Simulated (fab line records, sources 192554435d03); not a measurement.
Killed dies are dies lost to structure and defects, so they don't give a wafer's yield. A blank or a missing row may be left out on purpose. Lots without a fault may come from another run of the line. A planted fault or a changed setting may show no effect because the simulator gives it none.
fab line records | flow n5_finfet
record lots=10 wafers=30 last_day=18
route steps=1938 shown BEOL_M4@1111 BEOL_M10@1522 BEOL_M11@1539 PASSIVATION@1936
lots that met no fault: from a run of the same line without faults
start_h: hours from the record's first day to the start of the lot's first wafer shown | wait_h: hours since the lot's step before | " the same as in the row above | L1.1+2: a row that stands for several wafers | - no value, or no start given | * or withheld: withheld | < > ~ a bound
route shown NAME@n: a module of which the file shows steps, and the number in the route of the first | usual: mean/standard deviation of fault-free wafers | same: alike in all rows | chamber/n: place in a boat | sites: the reading at each site | _std_site: their standard deviation | _edge_site: outer sites' mean less inner sites' | radius_mm: how far each site lies from the wafer's centre | mask NAME#n: copy n | behind: the tool/chamber that last shaped the wafer | hold: why the lot was held/for how many hours/how that ended | device: the transistor (n, p or np) that didn't switch | end of line: the same wafers' tests at the end of the route | a step without rows: its recipe alone | killed: dies lost to structure and defects at the first sort, not the wafer's yield | map: a wafer's dies, x killed, . not, _ none there
set.NAME: the setting as run; set.NAME@STEP: as run at that earlier step | model.NAME: the simulator's own value behind a step, which no gauge read
steps of the route over a sample of lots; a table a step, a row a wafer
services: from which hour (start_h, from the record's first day; less than 0 if before it) a tool's chamber was out of use, for how many hours, and why
## steps
# step N5_BEOL_M4_RC_MEAS_101
# usual DIBL_N=36.9/1.7 DIBL_P=36.7/2.1 IOFF_N=0.17/0.032 IOFF_P=0.22/0.036 ION_N=674/12 ION_P=461/7 SS_N=71.7/0.6 SS_P=73.4/0.67 VT_N=249/3.1 VT_P=-250/3.2
# columns lot.wafer tool chamber start_h wait_h DIBL_N[mV/V] DIBL_P[mV/V] IOFF_N[nA/um] IOFF_P[nA/um] ION_N[uA/um] ION_P[uA/um] SS_N[mV/dec] SS_P[mV/dec] VT_N[mV] VT_P[mV]
L850.2 prober-02 0 195.54 0.2 37.5 38.3 0.17 0.21 668 460 71.6 73.6 250 -252
L850.4 " 0 " " 40.4 42.5 0.24 0.28 691 463 72.7 75.5 242 -248
L850.5 " 0 " " 37.1 38.5 0.16 0.21 678 461 72.3 73.6 250 -251
L853.1 prober-01 0 200.16 0.0 36.3 36.9 0.17 0.23 685 471 71.0 73.6 245 -246
L853.2 " 0 " " 35.7 35.5 0.14 0.21 662 460 71.5 73.7 250 -250
L853.5 " 0 " " 37.0 37.6 0.17 0.25 676 467 71.1 72.9 248 -246
L854.1 prober-01 0 212.24 0.0 37.3 36.5 0.18 0.22 679 461 71.7 73.2 246 -251
L854.4 " 0 " " 37.0 36.0 0.16 0.20 680 460 71.1 72.8 250 -249
L854.5 " 0 " " 39.7 37.1 0.23 0.23 675 452 72.8 73.7 244 -251
L857.2 prober-01 0 231.92 0.2 36.1 35.3 0.15 0.22 668 466 71.4 72.6 250 -246
L857.4 " 0 " " 34.8 34.0 0.13 0.19 656 457 70.9 71.8 253 -252
L857.6 " 0 " " 35.1 34.4 0.14 0.19 665 459 71.9 72.7 252 -249
L858.1 prober-01 0 240.87 0.0 37.7 38.5 0.19 0.26 688 475 72.3 73.5 248 -245
L858.2 " 0 " " 34.9 36.7 0.14 0.21 677 466 70.8 73.7 253 -249
L858.4 " 0 " " 36.2 37.5 0.16 0.23 677 461 72.2 72.3 248 -246
L859.1 prober-02 0 249.66 0.0 34.9 35.1 0.13 0.16 673 455 70.6 73.0 251 -256
L859.2 " 0 " " 35.7 34.9 0.14 0.16 672 454 71.3 73.2 253 -256
L859.6 " 0 " " 36.9 37.2 0.17 0.19 686 459 71.6 74.1 250 -251
L861.3 prober-01 0 257.39 0.3 37.3 36.8 0.18 0.24 676 465 71.6 73.5 246 -248
L861.4 " 0 " " 37.9 35.9 0.20 0.23 685 468 71.9 73.4 246 -250
L861.5 " 0 " " 37.8 35.7 0.18 0.22 681 466 71.8 72.5 247 -250
L863.1 prober-02 0 270.93 0.0 38.5 38.0 0.19 0.24 676 466 71.9 73.7 248 -249
L863.3 " 0 " " 35.0 34.8 0.13 0.20 654 458 71.2 72.8 252 -252
L863.4 " 0 " " 32.8 32.0 0.11 0.16 660 455 70.6 72.6 253 -255
L866.4 prober-01 0 289.45 0.5 35.4 37.3 0.16 0.21 681 464 71.1 73.6 248 -250
L866.5 " 0 " " 37.0 37.7 0.17 0.22 682 465 70.8 73.7 248 -249
L866.6 " 0 " " 35.2 37.1 0.15 0.21 682 461 71.0 73.0 250 -249
L869.4 prober-01 0 312.33 0.5 39.1 38.5 0.18 0.23 663 460 71.9 74.1 251 -249
L869.5 " 0 " " 37.7 37.1 0.16 0.22 659 458 72.1 73.7 252 -248
L869.6 " 0 " " 39.5 39.5 0.19 0.26 681 467 72.8 73.8 251 -247
# step N5_BEOL_M10_DEGAS_44
# recipe ambient=vacuum temp_c=250 time_s=60
# usual heater_power_w=349/65 susceptor_temp_C=250.02/0.18
# columns lot.wafer tool chamber start_h wait_h heater_power_w susceptor_temp_C
L850.2 pvd_sputter-02 - 241.37 0.3 422 249.95
L850.4 " - " " 428 249.74
L850.5 " - " " 424 249.79
L853.1 pvd_sputter-03 - 251.53 2.2 480 249.96
L853.2 " - " " 315 249.80
L853.5 " - " " 487 249.99
L854.1 pvd_sputter-02 - 262.71 0.4 404 249.96
L854.4 " - " " 368 249.80
L854.5 " - " " 284 249.88
L857.2 pvd_sputter-02 - 282.18 0.6 380 250.14
L857.4 " - " " 423 250.27
L857.6 " - " " 408 250.03
L858.1 pvd_sputter-03 - 303.94 0.3 287 249.96
L858.2 " - " " 465 250.12
L858.4 " - " " 312 250.09
L859.1 pvd_sputter-02 - 304.94 0.9 420 250.32
L859.2 " - " " 414 250.08
L859.6 " - " " 413 250.26
L861.3 pvd_sputter-02 - 308.04 0.3 280 250.01
L861.4 " - " " 370 249.85
L861.5 " - " " 277 249.86
L863.1 pvd_sputter-01 - 319.87 0.7 280 249.93
L863.3 " - " " 337 250.36
L863.4 " - " " 339 250.01
L866.4 pvd_sputter-03 - 338.70 0.3 276 249.78
L866.5 " - " " 325 249.81
L866.6 " - " " 276 249.73
L869.4 pvd_sputter-03 - 371.99 0.2 330 250.19
L869.5 " - " " 327 250.10
L869.6 " - " " 278 250.18
# step N5_BEOL_M10_SURFACE_TREAT_76
# recipe gas=Ar time_s=* ion_energy_ev=* ion_current_ma_cm2=0.5 pressure_mtorr=* ar_flow_sccm=30
# usual pressure_mtorr=* throttle_valve_pct=*
# columns lot.wafer tool chamber start_h wait_h pressure_mtorr throttle_valve_pct
L850.2 pvd_sputter-03 - 241.81 0.2 * *
L850.4 " - " " * *
L850.5 " - " " * *
L853.1 pvd_sputter-01 - 251.95 0.2 * *
L853.2 " - " " * *
L853.5 " - " " * *
L854.1 pvd_sputter-02 - 263.83 0.9 * *
L854.4 " - " " * *
L854.5 " - " " * *
L857.2 pvd_sputter-01 - 282.62 0.2 * *
L857.4 " - " " * *
L857.6 " - " " * *
L858.1 pvd_sputter-03 - 304.60 0.2 * *
L858.2 " - " " * *
L858.4 " - " " * *
L859.1 pvd_sputter-03 - 305.38 0.2 * *
L859.2 " - " " * *
L859.6 " - " " * *
L861.3 pvd_sputter-01 - 308.56 0.3 * *
L861.4 " - " " * *
L861.5 " - " " * *
L863.1 pvd_sputter-01 - 320.43 0.3 * *
L863.3 " - " " * *
L863.4 " - " " * *
L866.4 pvd_sputter-03 - 339.10 0.2 * *
L866.5 " - " " * *
L866.6 " - " " * *
L869.4 pvd_sputter-02 - 372.40 0.2 * *
L869.5 " - " " * *
L869.6 " - " " * *
# step N5_BEOL_M10_ANNEAL_51
# recipe temp_c=225 time_s=90 ambient=N2
# usual anneal_temp_c_max=225.92/0.24 wafer_temp_C_max=226.0/0.43
# columns lot.wafer tool chamber start_h wait_h anneal_temp_c_max wafer_temp_C_max
L850.2 rtp_anneal-01 0 242.39 0.3 225.85 225.7
L850.4 " 0 " " 225.68 225.6
L850.5 " 0 " " 225.80 225.2
L853.1 rtp_anneal-02 0 252.40 0.1 225.77 226.4
L853.2 " 0 " " 226.13 226.7
L853.5 " 0 " " 226.11 226.2
L854.1 rtp_anneal-01 0 265.04 0.1 225.90 225.5
L854.4 " 0 " " 225.67 225.7
L854.5 " 0 " " 225.69 225.4
L857.2 rtp_anneal-01 0 283.21 0.2 226.04 226.0
L857.4 " 0 " " 225.90 225.8
L857.6 " 0 " " 225.96 225.9
L858.1 rtp_anneal-01 0 305.40 0.3 225.91 226.1
L858.2 " 0 " " 225.78 225.9
L858.4 " 0 " " 225.98 226.0
L859.1 rtp_anneal-02 0 305.86 0.1 226.05 225.9
L859.2 " 0 " " 226.08 226.4
L859.6 " 0 " " 226.64 226.0
L861.3 rtp_anneal-02 0 309.18 0.2 225.72 226.3
L861.4 " 0 " " 225.72 226.4
L861.5 " 0 " " 225.79 226.6
L863.1 rtp_anneal-01 0 323.06 0.2 225.71 225.4
L863.3 " 0 " " 225.70 225.7
L863.4 " 0 " " 225.90 226.0
L866.4 rtp_anneal-02 0 339.93 0.4 226.17 226.4
L866.5 " 0 " " 226.13 226.8
L866.6 " 0 " " 226.30 226.4
L869.4 rtp_anneal-01 0 373.39 0.2 225.73 225.8
L869.5 " 0 " " 225.51 225.9
L869.6 " 0 " " 225.72 225.9
# step N5_BEOL_M11_PECVD_70
# recipe material=SiO2 target_thk_a=200 temp_c=400 precursor=TEOS/O2 pressure_torr=5.5 rf_w=450 teos_flow_sccm=53.8 gas=O2 flow_sccm=3000 time_s=22.7
# usual chamber_pressure_Torr=5.500/0.012 heater_power_outer_w=378/53 heater_power_w=646/76 showerhead_plenum_p_Torr=8.81/0.082 susceptor_temp_C=400.01/0.22 throttle_valve_pct=22.2/1.1
# columns lot.wafer tool chamber start_h wait_h chamber_pressure_Torr heater_power_outer_w heater_power_w showerhead_plenum_p_Torr susceptor_temp_C throttle_valve_pct
L850.2 pecvd-03 2 243.93 0.0 5.481 387 640 8.78 399.97 21.8
L850.4 " 2 " " 5.499 302 511 8.78 400.15 21.5
L850.5 " 0 " " 5.498 384 704 8.87 400.03 22.4
L853.1 pecvd-04 1 253.81 0.0 5.497 337 602 8.94 400.23 22.0
L853.2 " 0 " " 5.498 354 630 8.76 399.92 22.2
L853.5 " 2 " " 5.504 351 618 8.80 400.25 20.3
L854.1 pecvd-01 1 266.49 0.0 5.506 316 629 8.90 399.72 23.9
L854.4 " 2 " " 5.503 510 843 8.83 400.51 20.6
L854.5 " 1 " " 5.509 322 601 8.91 399.75 24.1
L857.2 pecvd-03 1 284.58 0.0 5.501 368 595 8.69 399.63 23.6
L857.4 " 2 " " 5.502 366 594 8.81 399.86 21.6
L857.6 " 2 " " 5.495 369 590 8.80 400.39 21.8
L858.1 pecvd-03 1 306.82 0.0 5.508 396 639 8.67 400.08 23.4
L858.2 " 0 " " 5.494 401 696 8.87 399.90 22.3
L858.4 " 1 " " 5.522 409 640 8.71 399.99 23.6
L859.1 pecvd-01 0 307.28 0.0 5.482 437 689 8.72 400.14 22.3
L859.2 " 1 " " 5.479 261 548 8.90 399.85 24.1
L859.6 " 1 " " 5.496 258 549 8.88 399.81 23.8
L861.3 pecvd-03 0 310.51 0.0 - - - - - -
L861.4 " 2 " " - - - - - -
L861.5 " 0 " " - - - - - -
L863.1 pecvd-03 0 324.48 0.0 - - - - - -
L863.3 " 1 " " - - - - - -
L863.4 " 1 " " - - - - - -
L866.4 pecvd-03 0 341.45 0.1 5.496 370 678 8.90 400.04 22.3
L866.5 " 1 " " 5.498 354 590 8.71 399.80 23.6
L866.6 " 2 " " 5.499 395 637 8.80 400.33 22.0
L869.4 pecvd-01 0 375.17 0.1 5.491 477 739 8.70 399.54 22.3
L869.5 " 1 " " 5.521 326 630 8.91 399.61 24.0
L869.6 " 2 " " 5.507 418 720 8.83 400.18 21.1
# step N5_PASSIVATION_PROBE_49
# usual defect_limited_yield=91.7/1.5 killed_at_M0_to_M3=32/9.6 killed_at_M4_up=13/5.3 killed_at_contacts=12/6.8 killed_at_front_end=36/9.8 killed_at_other=4/3.1 killed_dies=98/17 killed_on_rim=13/4 killed_open=65/13 killed_short=32/8.5 sort_bin_5_function=4.9/0.93 sort_bin_6_memory=3.2/0.67 sort_bin_8_speed=0.00/0.02 sort_n_pass=1082/17
# same gross_dies=1180 killed_at_back_side=0 sort_bin_4_leakage[%]=0
# columns lot.wafer tool chamber start_h wait_h defect_limited_yield[%] killed_at_M0_to_M3 killed_at_M4_up killed_at_contacts killed_at_front_end killed_at_other killed_dies killed_on_rim killed_open killed_short sort_bin_5_function[%] sort_bin_6_memory[%] sort_bin_8_speed[%] sort_n_pass
L850.2 prober-01 - 293.20 0.1 89.7 46 16 14 41 4 121 14 82 38 5.3 4.6 0 1059
L850.4 prober-01 - 293.30 0.2 90.5 31 14 7 54 6 112 14 80 31 5.3 3.9 0 1068
L850.5 prober-01 - 293.35 0.2 91.7 36 13 16 31 2 98 13 65 31 5.1 3.0 0 1082
L853.1 prober-02 - 306.07 0.0 90.9 33 16 8 48 2 107 16 73 32 5.2 3.5 0 1073
L853.2 prober-02 - 306.12 0.1 91.5 28 15 14 43 0 100 13 69 28 4.7 3.6 0 1080
L853.5 prober-02 - 306.27 0.2 93.3 20 11 8 36 4 79 10 57 20 3.6 3.0 0 1101
L854.1 prober-02 - 309.88 0.0 91.3 23 24 20 34 2 103 17 81 22 5.2 3.3 0 1077
L854.4 prober-02 - 310.03 0.2 90.3 28 23 30 32 2 115 14 76 36 5.5 4.0 0 1065
L854.5 prober-02 - 310.08 0.2 89.2 31 25 31 35 5 127 21 70 56 6.2 4.1 0 1053
L857.2 prober-02 - 329.90 0.1 91.4 43 9 7 39 4 102 8 73 29 5.2 3.1 0 1078
L857.4 prober-02 - 330.00 0.2 90.8 38 23 15 32 1 109 10 90 19 5.3 3.8 0 1071
L857.6 prober-02 - 330.10 0.3 93.7 35 3 14 20 2 74 8 49 25 4.1 2.1 0 1106
L859.1 prober-02 - 351.38 0.0 90.2 38 29 14 35 0 116 19 76 33 6.1 2.9 0 1064
L859.2 prober-02 - 351.43 0.1 92.2 27 21 3 40 1 92 14 62 28 4.7 2.9 0 1088
L859.6 prober-02 - 351.63 0.3 94.3 24 15 1 22 5 67 10 48 17 3.6 2.0 0 1113
L861.3 prober-02 - 361.10 1.0 65.2 27 332 6 38 8 411 113 69 32 31.3 3.4 0 769
L861.4 prober-02 - 361.15 1.1 64.7 28 330 5 47 7 417 12 64 35 32.8 2.5 0 763
L861.5 prober-02 - 361.20 1.1 64.7 27 329 6 50 4 416 107 62 36 32.3 2.6 0 764
L858.1 prober-02 - 361.30 1.2 90.7 39 13 11 44 3 110 20 75 32 5.8 3.4 0.08 1070
L858.2 prober-02 - 361.35 1.3 92.4 26 8 9 45 2 90 9 60 30 4.2 3.3 0 1090
L858.4 prober-02 - 361.45 1.4 91.4 27 7 21 45 2 102 18 68 34 5.3 3.2 0 1078
L863.1 prober-01 - 374.44 0.0 65.6 22 343 3 34 4 406 115 49 20 32.1 2.2 0 774
L863.3 prober-01 - 374.54 0.1 63.7 30 364 5 28 1 428 111 55 27 33.8 2.2 0 752
L863.4 prober-01 - 374.59 0.2 65.3 18 342 15 33 2 410 116 49 26 31.9 2.6 0 770
L866.4 prober-02 - 392.10 0.2 90.3 37 20 13 39 6 115 20 82 31 5.8 3.9 0 1065
L866.5 prober-02 - 392.15 0.2 93.2 30 8 16 25 1 80 10 60 20 4.2 2.5 0 1100
L866.6 prober-02 - 392.20 0.3 87.9 51 19 25 40 8 143 14 97 41 6.7 4.8 0.17 1037
L869.4 prober-02 - 422.61 0.2 92.2 28 8 17 39 0 92 17 63 23 4.6 2.7 0 1088
L869.5 prober-02 - 422.66 0.2 92.5 29 6 12 41 0 88 17 57 27 3.9 3.1 0 1092
L869.6 prober-02 - 422.71 0.3 90.1 20 18 10 65 4 117 17 82 35 5.1 4.4 0 1063
# killed by level:class
L850.2 BEOL_M2:geometric_particle:open=15 GATE_CUT:geometric_particle:short=11 MOL_CONTACT_COAG:geometric_particle:open=11 BEOL_M3:geometric_particle:open=9 BEOL_M1:geometric_particle:open=8 FIN_SAQP:geometric_particle:open=4 FIN_CUT:geometric_particle:short=4 GATE_CUT:geometric_particle:open=4
L850.4 FIN_SAQP:geometric_particle:open=15 BEOL_M3:geometric_particle:open=10 GATE_CUT:geometric_particle:short=9 BEOL_M2:geometric_particle:open=9 FIN_SAQP:geometric_particle:short=8 BEOL_M4:geometric_particle:open=6 BEOL_M5:geometric_particle:open=5 STI_FIN_REVEAL:geometric_particle:open=5
L850.5 MOL_CONTACT_COAG:geometric_particle:open=13 BEOL_M2:geometric_particle:open=9 FIN_SAQP:geometric_particle:open=8 BEOL_M4:geometric_particle:open=8 FIN_SAQP:geometric_particle:short=6 BEOL_M3:geometric_particle:short=5 BEOL_M3:geometric_particle:open=5 STARTING-WAFER:geometric_particle:open=5
L853.1 STI_FIN_REVEAL:geometric_particle:open=13 BEOL_M0_SAQP:geometric_particle:open=13 FIN_SAQP:geometric_particle:open=12 MOL_CONTACT_COAG:geometric_particle:open=8 BEOL_M0_SAQP:geometric_particle:short=7 BEOL_M1:geometric_particle:open=5 FIN_SAQP:geometric_particle:short=4 GATE_CUT:geometric_particle:short=4
L853.2 STI_FIN_REVEAL:geometric_particle:open=13 MOL_CONTACT_COAG:geometric_particle:open=12 FIN_SAQP:geometric_particle:short=8 BEOL_M1:geometric_particle:open=8 BEOL_M0_SAQP:geometric_particle:open=6 FIN_SAQP:geometric_particle:open=5 BEOL_M0_SAQP:geometric_particle:short=5 BEOL_M2:geometric_particle:open=5
L853.5 STI_FIN_REVEAL:geometric_particle:open=15 GATE_CUT:geometric_particle:short=7 MOL_CONTACT_COAG:geometric_particle:open=7 BEOL_M2:geometric_particle:open=6 DUMMY_GATE:geometric_particle:open=4 BEOL_M0_SAQP:geometric_particle:open=4 BEOL_M3:geometric_particle:open=4 FIN_SAQP:geometric_particle:open=3
L854.1 MOL_CONTACT_COAG:geometric_particle:open=16 STI_FIN_REVEAL:geometric_particle:open=12 BEOL_M4:geometric_particle:open=9 FIN_SAQP:geometric_particle:short=6 BEOL_M0_SAQP:geometric_particle:open=6 DUMMY_GATE:geometric_particle:open=5 BEOL_M0:geometric_particle:open=5 BEOL_M3:geometric_particle:open=5
L854.4 MOL_CONTACT_COAG:geometric_particle:open=25 BEOL_M4:geometric_particle:open=13 FIN_SAQP:geometric_particle:short=7 BEOL_M0_SAQP:geometric_particle:short=7 BEOL_M3:geometric_particle:open=6 STI_FIN_REVEAL:geometric_particle:open=5 MOL_CONTACT_COAG:geometric_particle:short=5 BEOL_M0_SAQP:geometric_particle:open=4
L854.5 MOL_CONTACT_COAG:geometric_particle:open=26 FIN_SAQP:geometric_particle:short=12 BEOL_M4:geometric_particle:short=10 BEOL_M0_SAQP:geometric_particle:short=10 BEOL_M4:geometric_particle:open=9 BEOL_M0_SAQP:geometric_particle:open=7 FIN_SAQP:geometric_particle:open=5 MOL_CONTACT_COAG:geometric_particle:short=5
L857.2 FIN_SAQP:geometric_particle:open=9 BEOL_M1:geometric_particle:open=8 STI_FIN_REVEAL:geometric_particle:open=8 BEOL_M0_SAQP:geometric_particle:open=8 MOL_CONTACT_COAG:geometric_particle:open=7 BEOL_M2:geometric_particle:open=7 BEOL_M3:geometric_particle:open=7 BEOL_M0_SAQP:geometric_particle:short=5
L857.4 STI_FIN_REVEAL:geometric_particle:open=17 BEOL_M4:geometric_particle:open=16 MOL_CONTACT_COAG:geometric_particle:open=14 BEOL_M3:geometric_particle:open=10 BEOL_M0_SAQP:geometric_particle:open=8 BEOL_M0_SAQP:geometric_particle:short=6 BEOL_M2:geometric_particle:open=4 BEOL_M1:geometric_particle:open=4
L857.6 MOL_CONTACT_COAG:geometric_particle:open=9 BEOL_M0_SAQP:geometric_particle:short=8 BEOL_M0_SAQP:geometric_particle:open=7 STI_FIN_REVEAL:geometric_particle:open=5 MOL_CONTACT_COAG:geometric_particle:short=5 BEOL_M2:geometric_particle:open=5 BEOL_M3:geometric_particle:open=5 BEOL_M1:geometric_particle:open=4
L859.1 BEOL_M4:geometric_particle:open=16 MOL_CONTACT_COAG:geometric_particle:open=12 BEOL_M3:geometric_particle:open=10 FIN_SAQP:geometric_particle:open=7 BEOL_M0_SAQP:geometric_particle:short=6 BEOL_M1:geometric_particle:open=5 BEOL_M2:geometric_particle:open=5 HKMG_FIN:area_etch=5
L859.2 FIN_SAQP:geometric_particle:short=11 BEOL_M3:geometric_particle:open=10 FIN_SAQP:geometric_particle:open=8 DUMMY_GATE:geometric_particle:open=7 BEOL_M0_SAQP:geometric_particle:short=6 BEOL_M7:geometric_particle:open=5 BEOL_M1:geometric_particle:open=5 BEOL_M4:geometric_particle:open=4
L859.6 BEOL_M3:geometric_particle:open=6 BEOL_M0_SAQP:geometric_particle:open=5 FIN_SAQP:geometric_particle:open=4 GATE_CUT:geometric_particle:short=4 BEOL_M0:geometric_particle:open=4 BEOL_M2:geometric_particle:open=4 BEOL_M4:geometric_particle:open=4 FIN_SAQP:geometric_particle:short=3
L861.3 BEOL_M11:area_pecvd=310 BEOL_M4:geometric_particle:open=11 STI_FIN_REVEAL:geometric_particle:open=10 BEOL_M3:geometric_particle:open=9 BEOL_M2:geometric_particle:open=8 MOL_CONTACT_COAG:geometric_particle:open=6 FIN_SAQP:geometric_particle:short=5 FIN_SAQP:geometric_particle:open=5
L861.4 BEOL_M11:area_pecvd=318 STI_FIN_REVEAL:geometric_particle:open=8 FIN_SAQP:geometric_particle:short=7 BEOL_M3:geometric_particle:open=7 DUMMY_GATE:geometric_particle:open=6 GATE_CUT:geometric_particle:short=6 BEOL_M0_SAQP:geometric_particle:open=5 BEOL_M5:geometric_particle:open=5
L861.5 BEOL_M11:area_pecvd=318 STI_FIN_REVEAL:geometric_particle:open=10 FIN_SAQP:geometric_particle:short=9 FIN_SAQP:geometric_particle:open=7 MOL_CONTACT_COAG:geometric_particle:open=5 BEOL_M0_SAQP:geometric_particle:short=5 BEOL_M0_SAQP:geometric_particle:open=5 SPACER0:geometric_particle:open=4
L858.1 STI_FIN_REVEAL:geometric_particle:open=11 MOL_CONTACT_COAG:geometric_particle:open=11 BEOL_M0_SAQP:geometric_particle:open=8 BEOL_M1:geometric_particle:open=8 FIN_SAQP:geometric_particle:open=7 FIN_SAQP:geometric_particle:short=6 BEOL_M2:geometric_particle:open=6 BEOL_M4:geometric_particle:open=5
L858.2 STI_FIN_REVEAL:geometric_particle:open=12 FIN_SAQP:geometric_particle:open=9 FIN_SAQP:geometric_particle:short=8 BEOL_M0_SAQP:geometric_particle:open=8 MOL_CONTACT_COAG:geometric_particle:open=7 BEOL_M0_SAQP:geometric_particle:short=7 BEOL_M3:geometric_particle:open=5 GATE_CUT:geometric_particle:short=4
L858.4 MOL_CONTACT_COAG:geometric_particle:open=19 STI_FIN_REVEAL:geometric_particle:open=17 BEOL_M0_SAQP:geometric_particle:short=7 BEOL_M1:geometric_particle:open=6 GATE_CUT:geometric_particle:short=5 FIN_SAQP:geometric_particle:short=4 GATE_CUT:geometric_particle:open=4 FIN_SAQP:geometric_particle:open=3
L863.1 BEOL_M11:area_pecvd=334 FIN_SAQP:geometric_particle:open=6 BEOL_M3:geometric_particle:open=6 STI_FIN_REVEAL:geometric_particle:open=6 GATE_CUT:geometric_particle:short=5 BEOL_M1:geometric_particle:open=5 BEOL_M4:geometric_particle:open=5 BEOL_M3:geometric_particle:short=4
L863.3 BEOL_M11:area_pecvd=344 STI_FIN_REVEAL:geometric_particle:open=10 BEOL_M4:geometric_particle:open=9 BEOL_M0:geometric_particle:short=8 BEOL_M1:geometric_particle:open=6 BEOL_M5:geometric_particle:open=6 MOL_CONTACT_COAG:geometric_particle:open=5 FIN_SAQP:geometric_particle:short=5
L863.4 BEOL_M11:area_pecvd=332 FIN_SAQP:geometric_particle:short=11 MOL_CONTACT_COAG:geometric_particle:open=11 STI_FIN_REVEAL:geometric_particle:open=7 BEOL_M1:geometric_particle:open=7 ILD0:geometric_particle:open=4 MOL_CONTACT_COAG:geometric_particle:short=4 BEOL_M0_SAQP:geometric_particle:short=3
L866.4 STI_FIN_REVEAL:geometric_particle:open=15 BEOL_M4:geometric_particle:open=11 BEOL_M2:geometric_particle:open=11 MOL_CONTACT_COAG:geometric_particle:open=10 BEOL_M0_SAQP:geometric_particle:open=9 FIN_SAQP:geometric_particle:open=7 BEOL_M0_SAQP:geometric_particle:short=6 FIN_SAQP:geometric_particle:short=5
L866.5 MOL_CONTACT_COAG:geometric_particle:open=13 STI_FIN_REVEAL:geometric_particle:open=11 BEOL_M3:geometric_particle:open=11 FIN_SAQP:geometric_particle:open=5 BEOL_M2:geometric_particle:open=5 MOL_CONTACT_COAG:geometric_particle:short=3 BEOL_M0:geometric_particle:open=3 BEOL_M2:geometric_particle:short=3
L866.6 MOL_CONTACT_COAG:geometric_particle:open=22 STI_FIN_REVEAL:geometric_particle:open=10 BEOL_M3:geometric_particle:open=10 FIN_SAQP:geometric_particle:short=8 BEOL_M1:geometric_particle:open=8 BEOL_M2:geometric_particle:open=8 BEOL_M4:geometric_particle:open=8 BEOL_M2:geometric_particle:short=7
L869.4 MOL_CONTACT_COAG:geometric_particle:open=15 FIN_SAQP:geometric_particle:open=11 BEOL_M1:geometric_particle:open=8 BEOL_M2:geometric_particle:open=8 FIN_SAQP:geometric_particle:short=6 GATE_CUT:geometric_particle:short=5 GATE_CUT:geometric_particle:open=4 BEOL_M0:geometric_particle:open=4
L869.5 MOL_CONTACT_COAG:geometric_particle:open=12 FIN_SAQP:geometric_particle:short=9 BEOL_M2:geometric_particle:open=7 DUMMY_GATE:geometric_particle:open=6 BEOL_M0_SAQP:geometric_particle:open=5 FIN_SAQP:geometric_particle:open=4 STI_FIN_REVEAL:geometric_particle:open=4 BEOL_M0_SAQP:geometric_particle:short=4
L869.6 STI_FIN_REVEAL:geometric_particle:open=12 FIN_SAQP:geometric_particle:open=8 FIN_SAQP:geometric_particle:short=8 MOL_CONTACT_COAG:geometric_particle:open=8 GATE_CUT:geometric_particle:short=7 BEOL_M2:geometric_particle:open=7 BEOL_M4:geometric_particle:open=7 ILD0:geometric_particle:open=6
## services
# columns tool chamber start_h hours kind
pecvd-01 2 229.28 - clean
pecvd-01 2 229.28 - consumable_replace:showerhead
pecvd-01 2 229.28 29.0 scheduled_down
pecvd-01 2 229.28 29.0 vent_cycle
pecvd-01 - 229.78 28.1 pm
pecvd-01 0 265.44 4.3 repair
pecvd-03 0 271.09 16.5 scheduled_down
pecvd-01 1 314.86 5.5 scheduled_down
pecvd-04 - 314.96 6.0 pm
## key
first_sign step=N5_BEOL_M11_PECVD_70 reading=tool_record direction=missing
effect step=N5_PASSIVATION_PROBE_49 reading=killed_at_M4_up direction=up sigmas=62 usual=13 struck=340
more_kills_born_at N5_BEOL_M11_PECVD_70@pecvd-03=1956
met_at N5_BEOL_M11_PECVD_70
struck_lots L861,L863
not_acting_at N5_BEOL_M10_DEGAS_44,N5_BEOL_M10_SURFACE_TREAT_76,N5_BEOL_M10_ANNEAL_51
onset_between 306.82 310.51
fault kind=skipped_step_whole tool=pecvd-03 chamber=- onset_h=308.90 steps=N5_BEOL_M11_PECVD_70 scope=struck_lots_only
